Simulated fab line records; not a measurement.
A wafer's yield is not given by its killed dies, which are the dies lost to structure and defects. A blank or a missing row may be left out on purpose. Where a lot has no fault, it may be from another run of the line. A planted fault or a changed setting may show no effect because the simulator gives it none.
Which tool did it? | flow n5Finfet | 24 lots with 72 wafers sampled at 6 steps, on a route of 1938 steps

WHAT EACH GAUGE READ, for each wafer
N5_BEOL_M12_CD_MEAS_10: the cd target is 140 nm. Usual: cdNm at 140.7 nm, with a standard deviation of 1.5.
lot  | measured     | on       | cdNm (nm)         | flag
L074 | day 10 15:13 | cdSem-03 | 140.3 140.9 139.0 | 
L075 | day 10 22:17 | cdSem-03 | 140.2 142.1 138.4 | 
L076 | day 11 10:41 | cdSem-01 | 142.4 141.4 142.3 | 
L077 | day 11 11:56 | cdSem-03 | 141.1 138.1 142.4 | 
L078 | day 11 19:00 | cdSem-03 | 142.1 143.1 141.8 | 
L079 | day 11 19:46 | cdSem-01 | 139.7 137.9 141.8 | 
L081 | day 12 12:00 | cdSem-02 | 137.9 139.4 139.1 | 
L080 | day 12 14:42 | cdSem-01 | 139.1 139.0 140.3 | 
L083 | day 12 16:02 | cdSem-03 | 141.5 141.6 141.6 | 
L082 | day 12 20:01 | cdSem-01 | 141.8 140.9 139.7 | 
L084 | day 13 11:02 | cdSem-03 | 141.3 141.8 142.1 | 
L085 | day 13 15:01 | cdSem-03 | 141.4 138.7 142.4 | 
L087 | day 13 17:48 | cdSem-03 | 140.4 139.8 140.2 | 
L086 | day 14 00:43 | cdSem-03 | 142.8 138.5 142.5 | 
L088 | day 14 01:16 | cdSem-01 | 140.7 137.8 140.4 | 
L089 | day 14 20:57 | cdSem-03 | 139.3 139.9 141.4 | 
L090 | day 15 07:36 | cdSem-02 | 139.7 140.6 140.1 | 
L093 | day 15 09:04 | cdSem-03 | 141.4 140.6 141.0 | 
L091 | day 15 09:35 | cdSem-03 | 138.0 138.6 135.9 | 
L092 | day 15 16:02 | cdSem-03 | 139.5 141.6 142.1 | 
L096 | day 16 13:41 | cdSem-02 | 141.3 142.4 142.1 | 
L094 | day 16 22:59 | cdSem-02 | 141.2 141.7 142.1 | 
L095 | day 16 23:47 | cdSem-03 | 140.8 141.1 142.2 | 
L097 | day 17 13:53 | cdSem-03 | 141.9 143.0 141.5 | 

N5_BEOL_M13_OVL_MEAS_11. Usual: V12_OVL typically reads -3 nm, with standard deviation 5.7.
lot  | measured     | on         | V12_OVL (nm) | flag
L074 | day 10 19:34 | overlay-01 | -4 -13 2     | 
L075 | day 11 04:11 | overlay-01 | -13 -12 -15  | 
L076 | day 11 16:28 | overlay-02 | 2 -11 1      | 
L077 | day 11 19:12 | overlay-01 | -6 -3 -9     | 
L078 | day 12 00:40 | overlay-01 | 4 0 2        | 
L079 | day 12 01:51 | overlay-01 | 4 3 1        | 
L081 | day 12 16:25 | overlay-01 | -4 -5 -1     | 
L080 | day 12 19:22 | overlay-01 | 6 -2 -4      | 
L083 | day 12 23:38 | overlay-02 | -12 -10 -1   | 
L082 | day 13 04:53 | overlay-01 | -8 4 -9      | 
L084 | day 13 15:56 | overlay-01 | 6 -2 5       | 
L085 | day 13 19:20 | overlay-02 | -7 -3 3      | 
L087 | day 13 23:46 | overlay-02 | -7 -11 -6    | 
L086 | day 14 08:01 | overlay-02 | -2 1 -7      | 
L088 | day 14 14:37 | overlay-02 | -4 4 5       | 
L089 | day 15 02:41 | overlay-02 | -1 0 1       | 
L090 | day 15 12:20 | overlay-02 | 0 4 -2       | 
L093 | day 15 13:17 | overlay-01 | -10 -5 -5    | 
L091 | day 15 15:19 | overlay-01 | -13 -8 -1    | 
L092 | day 15 22:57 | overlay-01 | 4 0 0        | 
L096 | day 16 17:39 | overlay-02 | -2 -10 -3    | 
L094 | day 17 06:43 | overlay-01 | -5 2 -3      | 
L095 | day 17 07:05 | overlay-01 | 7 2 4        | 
L097 | day 17 19:18 | overlay-02 | 1 -9 -6      | 

N5_BEOL_M13_INSPECT_30: inspects for defects (macro). Usual: rawDefectCount at 2.2, with a standard deviation of 1.5.
lot  | measured     | on               | rawDefectCount | flag
L074 | day 10 20:37 | defectInspect-01 | 8 3 1          | 
L075 | day 11 05:16 | defectInspect-02 | 3 2 0          | 
L076 | day 11 17:43 | defectInspect-01 | 3 4 5          | 
L077 | day 11 20:17 | defectInspect-01 | 2 1 6          | 
L078 | day 12 01:38 | defectInspect-01 | 3 1 1          | 
L079 | day 12 02:57 | defectInspect-02 | 2 0 1          | 
L081 | day 12 17:31 | defectInspect-01 | 3 0 1          | 
L080 | day 12 20:28 | defectInspect-02 | 1 2 1          | 
L083 | day 13 00:44 | defectInspect-02 | 0 0 1          | 
L082 | day 13 05:51 | defectInspect-02 | 2 1 1          | 
L084 | day 13 16:55 | defectInspect-01 | 1 5 4          | 
L085 | day 13 20:26 | defectInspect-02 | 1 0 2          | 
L087 | day 14 00:56 | defectInspect-02 | 0 3 3          | 
L086 | day 14 08:59 | defectInspect-02 | 3 4 1          | 
L088 | day 14 15:43 | defectInspect-02 | 1 2 4          | 
L089 | day 15 03:39 | defectInspect-02 | 3 1 2          | 
L090 | day 15 13:49 | defectInspect-01 | 3 6 2          | 
L093 | day 15 14:22 | defectInspect-01 | 4 1 3          | 
L091 | day 15 16:28 | defectInspect-02 | 1 5 2          | 
L092 | day 16 00:02 | defectInspect-02 | 1 2 1          | 
L096 | day 16 18:47 | defectInspect-02 | 5 3 0          | 
L094 | day 17 07:40 | defectInspect-01 | 0 4 1          | 
L095 | day 17 08:11 | defectInspect-02 | 2 1 3          | 
L097 | day 17 20:23 | defectInspect-01 | 3 3 6          | 

WHICH TOOL RAN EACH LOT (tool, then ch and the chambers of the sampled wafers, then the start)
lot  | N5_BEOL_M11_SPUTTER_48      | N5_BEOL_M12_ETCH_59               | N5_BEOL_M12_VIA_ETCH_16
L074 | pvdSputter-01, day 10 13:46 | rieDiel-05 ch 1,2, day 10 15:20   | rieDiel-05 ch 1,2, day 10 15:23
L075 | pvdSputter-01, day 10 20:40 | rieDiel-04 ch 1,2,3, day 10 22:25 | rieDiel-04 ch 1,2,3, day 10 22:28
L076 | pvdSputter-02, day 11 08:59 | rieDiel-04 ch 2,3, day 11 10:48   | rieDiel-04 ch 2,3, day 11 10:52
L077 | pvdSputter-02, day 11 09:31 | rieDiel-05 ch 0,2, day 11 12:10   | rieDiel-05 ch 0,2, day 11 12:14
L078 | pvdSputter-01, day 11 17:19 | rieDiel-05 ch 1,2, day 11 19:08   | rieDiel-05 ch 1,2, day 11 19:11
L079 | pvdSputter-01, day 11 18:11 | rieDiel-04 ch 0,3, day 11 19:53   | rieDiel-04 ch 0,3, day 11 19:56
L081 | pvdSputter-02, day 12 10:22 | rieDiel-04 ch 0,1,3, day 12 12:07 | rieDiel-04 ch 0,1,3, day 12 12:10
L080 | pvdSputter-02, day 12 12:58 | rieDiel-03 ch 1,2, day 12 14:49   | rieDiel-03 ch 1,2, day 12 14:52
L083 | pvdSputter-02, day 12 14:25 | rieDiel-05 ch 1,2, day 12 16:10   | rieDiel-05 ch 1,2, day 12 16:13
L082 | pvdSputter-01, day 12 18:15 | rieDiel-03 ch 0,1,3, day 12 20:08 | rieDiel-03 ch 0,1,3, day 12 20:11
L084 | pvdSputter-03, day 13 08:50 | rieDiel-03 ch 0,1,3, day 13 11:29 | rieDiel-03 ch 0,1,3, day 13 11:32
L085 | pvdSputter-03, day 13 13:26 | rieDiel-05 ch 0,1, day 13 15:10   | rieDiel-05 ch 0,1, day 13 15:13
L087 | pvdSputter-02, day 13 15:06 | rieDiel-04 ch 1,2,3, day 13 17:55 | rieDiel-04 ch 1,2,3, day 13 17:58
L086 | pvdSputter-01, day 13 23:07 | rieDiel-05 ch 0,2, day 14 01:13   | rieDiel-05 ch 0,2, day 14 01:16
L088 | pvdSputter-02, day 13 23:38 | rieDiel-05 ch 0,2, day 14 01:29   | rieDiel-05 ch 0,2, day 14 01:32
L089 | pvdSputter-02, day 14 19:16 | rieDiel-04 ch 1,3, day 14 21:04   | rieDiel-04 ch 1,3, day 14 21:08
L090 | pvdSputter-01, day 15 05:55 | rieDiel-03 ch 0,2, day 15 07:44   | rieDiel-03 ch 0,2, day 15 07:47
L093 | pvdSputter-03, day 15 07:24 | rieDiel-05 ch 0,3, day 15 09:15   | rieDiel-05 ch 0,3, day 15 09:18
L091 | pvdSputter-03, day 15 07:59 | rieDiel-04 ch 0,3, day 15 09:43   | rieDiel-04 ch 0,3, day 15 09:46
L092 | pvdSputter-01, day 15 14:26 | rieDiel-03 ch 1,2,3, day 15 16:10 | rieDiel-03 ch 1,2,3, day 15 16:13
L096 | pvdSputter-02, day 16 12:14 | rieDiel-05 ch 0,1,3, day 16 13:49 | rieDiel-05 ch 0,1,3, day 16 13:53
L094 | pvdSputter-03, day 16 21:13 | rieDiel-05 ch 0,1,3, day 16 23:06 | rieDiel-05 ch 0,1,3, day 16 23:09
L095 | pvdSputter-03, day 16 22:12 | rieDiel-03 ch 0,2, day 16 23:55   | rieDiel-03 ch 0,2, day 16 23:58
L097 | pvdSputter-02, day 17 12:05 | rieDiel-03 ch 0,2, day 17 14:00   | rieDiel-03 ch 0,2, day 17 14:03
- N5_BEOL_M11_SPUTTER_48: material Cu, target thk 12 nm, time 2 s.
- N5_BEOL_M12_ETCH_59: etches BARC in N2/H2, target depth 89 nm, overetch 26.7 nm, time 67.9 s.
- N5_BEOL_M12_VIA_ETCH_16: etches SiOC in C4F8/O2/Ar, target depth 724.8 nm.

WHAT THE TOOLS THEMSELVES READ (means of the sampled wafers that have a number; where no wafer has one, the mark that the record gives instead)
N5_BEOL_M11_SPUTTER_48. Usual: chamberPressurePa 0.13005 Pa, standard deviation 0.00025; throttleValvePct 30.1 %, standard deviation 1.
lot  | tool          | chamberPressurePa (Pa) | throttleValvePct (%) | flag
L074 | pvdSputter-01 | 0.13014                | 29.2                 | 
L075 | pvdSputter-01 | 0.13013                | 29.4                 | 
L076 | pvdSputter-02 | 0.12994                | 30.3                 | 
L077 | pvdSputter-02 | 0.13006                | 30.2                 | 
L078 | pvdSputter-01 | 0.13024                | 28.9                 | 
L079 | pvdSputter-01 | 0.13014                | 29.8                 | 
L081 | pvdSputter-02 | 0.13004                | 30.5                 | 
L080 | pvdSputter-02 | 0.12976                | 30.2                 | 
L083 | pvdSputter-02 | 0.12997                | 30.1                 | 
L082 | pvdSputter-01 | 0.13000                | 29.1                 | 
L084 | pvdSputter-03 | 0.13003                | 30.2                 | 
L085 | pvdSputter-03 | 0.12977                | 30.9                 | 
L087 | pvdSputter-02 | 0.12990                | 30.2                 | 
L086 | pvdSputter-01 | 0.13014                | 29.4                 | 
L088 | pvdSputter-02 | 0.13011                | 30.5                 | 
L089 | pvdSputter-02 | 0.12980                | 30.6                 | 
L090 | pvdSputter-01 | 0.13022                | 28.5                 | 
L093 | pvdSputter-03 | 0.13009                | 31.8                 | 
L091 | pvdSputter-03 | 0.13028                | 30.9                 | 
L092 | pvdSputter-01 | 0.13007                | 29.5                 | 
L096 | pvdSputter-02 | 0.13016                | 30.2                 | 
L094 | pvdSputter-03 | 0.13019                | 30.2                 | 
L095 | pvdSputter-03 | 0.13009                | 31.7                 | 
L097 | pvdSputter-02 | 0.13046                | 30.4                 | 

N5_BEOL_M12_ETCH_59. Usual: drypumpMotorCurrentA 5.8 A, standard deviation 0.43; oesProductAu 0.70 a.u., standard deviation 0.07; rfVppV 524.4 V, standard deviation 2.6; showerheadPlenumPTorr 2.57 Torr, standard deviation 0.097; throttleValvePct 17.78 %, standard deviation 0.28.
lot  | tool       | drypumpMotorCurrentA (A) | oesProductAu (a.u.) | rfVppV (V) | showerheadPlenumPTorr (Torr) | throttleValvePct (%) | flag
L074 | rieDiel-05 | 5.3                      | 0.69                | 525.8      | 2.61                         | 17.70                | 
L075 | rieDiel-04 | 5.8                      | 0.70                | 523.4      | 2.53                         | 17.78                | 
L076 | rieDiel-04 | 5.6                      | 0.66                | 521.8      | 2.48                         | 17.85                | 
L077 | rieDiel-05 | 6.1                      | 0.69                | 526.4      | 2.68                         | 17.89                | 
L078 | rieDiel-05 | 5.4                      | 0.63                | 522.4      | 2.50                         | 17.81                | 
L079 | rieDiel-04 | 5.9                      | 0.78                | 525.4      | 2.59                         | 17.81                | 
L081 | rieDiel-04 | 6.0                      | 0.74                | 525.2      | 2.58                         | 17.83                | 
L080 | rieDiel-03 | 5.9                      | 0.75                | 526.6      | 2.66                         | 17.60                | 
L083 | rieDiel-05 | 5.4                      | 0.63                | 522.5      | 2.50                         | 17.81                | 
L082 | rieDiel-03 | 5.7                      | 0.75                | 524.2      | 2.55                         | 17.68                | 
L084 | rieDiel-03 | 5.7                      | 0.74                | 523.4      | 2.54                         | 17.69                | 
L085 | rieDiel-05 | 5.9                      | 0.61                | 521.6      | 2.48                         | 17.97                | 
L087 | rieDiel-04 | 5.8                      | 0.67                | 522.9      | 2.52                         | 17.81                | 
L086 | rieDiel-05 | 6.1                      | 0.68                | 526.3      | 2.67                         | 17.93                | 
L088 | rieDiel-05 | 6.1                      | 0.67                | 526.9      | 2.67                         | 17.93                | 
L089 | rieDiel-04 | 5.9                      | 0.70                | 524.2      | 2.57                         | 17.76                | 
L090 | rieDiel-03 | 5.8                      | 0.77                | 526.0      | 2.62                         | 17.24                | 
L093 | rieDiel-05 | 6.0                      | 0.75                | 523.9      | 2.54                         | 17.68                | 
L091 | rieDiel-04 | 5.9                      | 0.73                | 523.9      | 2.58                         | 17.84                | 
L092 | rieDiel-03 | 5.7                      | 0.71                | 524.4      | 2.57                         | 17.77                | 
L096 | rieDiel-05 | 6.0                      | 0.74                | 525.7      | 2.62                         | 17.73                | 
L094 | rieDiel-05 | 6.0                      | 0.73                | 526.0      | 2.61                         | 17.73                | 
L095 | rieDiel-03 | 5.8                      | 0.75                | 525.5      | 2.61                         | 17.28                | 
L097 | rieDiel-03 | 5.8                      | 0.75                | 525.6      | 2.61                         | 17.28                | 

N5_BEOL_M12_VIA_ETCH_16. Usual: drypumpMotorCurrentA 5.8 A, standard deviation 0.43; oesProductAu 0.74 a.u., standard deviation 0.077; rfVppV 666 V, standard deviation 3.3; showerheadPlenumPTorr 3.45 Torr, standard deviation 0.12; throttleValvePct 24.09 %, standard deviation 0.25.
lot  | tool       | drypumpMotorCurrentA (A) | oesProductAu (a.u.) | rfVppV (V) | showerheadPlenumPTorr (Torr) | throttleValvePct (%) | flag
L074 | rieDiel-05 | 5.3                      | 0.73                | 668        | 3.51                         | 23.99                | 
L075 | rieDiel-04 | 5.8                      | 0.73                | 666        | 3.39                         | 24.05                | 
L076 | rieDiel-04 | 5.6                      | 0.69                | 663        | 3.32                         | 24.10                | 
L077 | rieDiel-05 | 6.1                      | 0.73                | 670        | 3.58                         | 24.15                | 
L078 | rieDiel-05 | 5.4                      | 0.67                | 664        | 3.36                         | 24.04                | 
L079 | rieDiel-04 | 5.9                      | 0.83                | 667        | 3.48                         | 24.23                | 
L081 | rieDiel-04 | 6.1                      | 0.79                | 667        | 3.47                         | 24.25                | 
L080 | rieDiel-03 | 5.9                      | 0.80                | 669        | 3.56                         | 23.97                | 
L083 | rieDiel-05 | 5.4                      | 0.66                | 664        | 3.36                         | 24.06                | 
L082 | rieDiel-03 | 5.7                      | 0.80                | 665        | 3.42                         | 23.98                | 
L084 | rieDiel-03 | 5.7                      | 0.78                | 666        | 3.41                         | 24.01                | 
L085 | rieDiel-05 | 5.9                      | 0.64                | 663        | 3.33                         | 24.18                | 
L087 | rieDiel-04 | 5.8                      | 0.70                | 664        | 3.38                         | 24.08                | 
L086 | rieDiel-05 | 6.1                      | 0.71                | 669        | 3.57                         | 24.18                | 
L088 | rieDiel-05 | 6.1                      | 0.71                | 670        | 3.57                         | 24.19                | 
L089 | rieDiel-04 | 6.0                      | 0.75                | 666        | 3.44                         | 24.05                | 
L090 | rieDiel-03 | 5.8                      | 0.82                | 669        | 3.53                         | 23.70                | 
L093 | rieDiel-05 | 6.0                      | 0.80                | 665        | 3.41                         | 23.99                | 
L091 | rieDiel-04 | 5.9                      | 0.77                | 668        | 3.46                         | 24.26                | 
L092 | rieDiel-03 | 5.7                      | 0.75                | 666        | 3.45                         | 24.12                | 
L096 | rieDiel-05 | 6.0                      | 0.78                | 668        | 3.49                         | 24.02                | 
L094 | rieDiel-05 | 6.0                      | 0.77                | 668        | 3.49                         | 24.03                | 
L095 | rieDiel-03 | 5.8                      | 0.80                | 669        | 3.52                         | 23.72                | 
L097 | rieDiel-03 | 5.8                      | 0.79                | 669        | 3.52                         | 23.72                | 

THE ANSWER, worked out from the rows above alone
Rule: lot off if the mean of its wafers having a number is beyond 3 standard deviations from the usual mean. A lot without any number at a reading at which 4 lots or more have one is off too. Any other lot the step has rows for is counted as sound. First the gauges in route order, then the tools' own readings, where a lot's mean is used as printed above. The first step at which some lot is off is used, and at that step the reading that is off furthest; a lot without a number counts as furthest.
No lot is off at any reading shown: from this, nothing can be told.

WHAT HAD BEEN PUT IN BY THE SIMULATOR
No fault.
